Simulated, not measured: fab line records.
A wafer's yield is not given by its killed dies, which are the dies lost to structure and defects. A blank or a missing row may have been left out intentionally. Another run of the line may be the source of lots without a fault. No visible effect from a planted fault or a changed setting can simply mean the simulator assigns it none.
Chamber matching	flow n5_finfet	cmp-03 running N5_BEOL_M12_CMP_49: 4 sister chambers
The step polishes, stops on SiOC, t overpolish 20.6 s, target thk 320 nm. 14 wafers are shown with their chamber, then 7 later ones without.

WAFERS WITH THEIR CHAMBER
wafer	chamber	motor_current_A (A)	clearing_platen_down_force_psi (psi)	overpolish_run_s (s)
L079.4	3	7.1	1.5031	20.587
L079.5	3	7.4	1.5019	20.608
L079.6	0	6.1	1.5031	20.602
L081.2	3	7.2	1.4970	20.592
L081.5	0	6.3	1.4985	20.622
L081.6	1	5.8	1.4973	20.612
L087.1	2	7.0	1.4992	20.597
L087.2	3	6.9	1.5000	20.600
L087.3	0	5.8	1.5011	20.613
L090.1	1	5.3	1.4980	20.596
L090.4	3	6.7	1.5033	20.608
L090.5	2	7.2	1.5008	20.596
L094.1	0	6.0	1.5022	20.600
L094.4	3	7.4	1.5022	20.608

SIGNATURES, as means of the wafers listed above
reading	chamber 0	chamber 1	chamber 2	chamber 3	scatter within a chamber
motor_current_A	6.050	5.550	7.100	7.117	0.258
clearing_platen_down_force_psi	1.501225	1.497650	1.500000	1.501250	0.00205
overpolish_run_s	20.60925	20.60400	20.59650	20.60050	0.00931
Rule: distance of a wafer from a chamber = root of the sum over the readings of ((wafer's reading minus chamber's mean) / reading's scatter) squared. The wafer belongs to the nearest chamber; if the next one is less than 2 further off, it can't be placed. How the scatter is found: for the shown wafers, subtract from each reading the mean of its chamber, square and add these, divide the total by (wafers less chambers), then take the root.

WAFERS WHOSE CHAMBER IS MISSING
wafer	motor_current_A (A)	clearing_platen_down_force_psi (psi)	overpolish_run_s (s)
L094.6	6.2	1.4994	20.588
L097.3	6.4	1.5015	20.599
L097.4	7.0	1.5038	20.613
L097.6	7.3	1.5053	20.584
L096.3	6.4	1.4976	20.607
L096.4	5.9	1.5032	20.612
L096.5	7.1	1.5009	20.603

THE CHAMBER EACH PASSED THROUGH
wafer	from the rows above	in truth
L094.6	can't be placed: 0 or 1 or 2 or 3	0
L097.3	can't be placed: 0 or 3 or 2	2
L097.4	can't be placed: 3 or 2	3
L097.6	can't be placed: 3 or 2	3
L096.3	can't be placed: 0 or 2 or 1 or 3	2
L096.4	can't be placed: 0 or 1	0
L096.5	can't be placed: 3 or 2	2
Placed correctly: 0 of 7. Cannot be placed on the basis of these rows: 7; the candidates contain the true chamber in 7. Wrongly placed: 0.
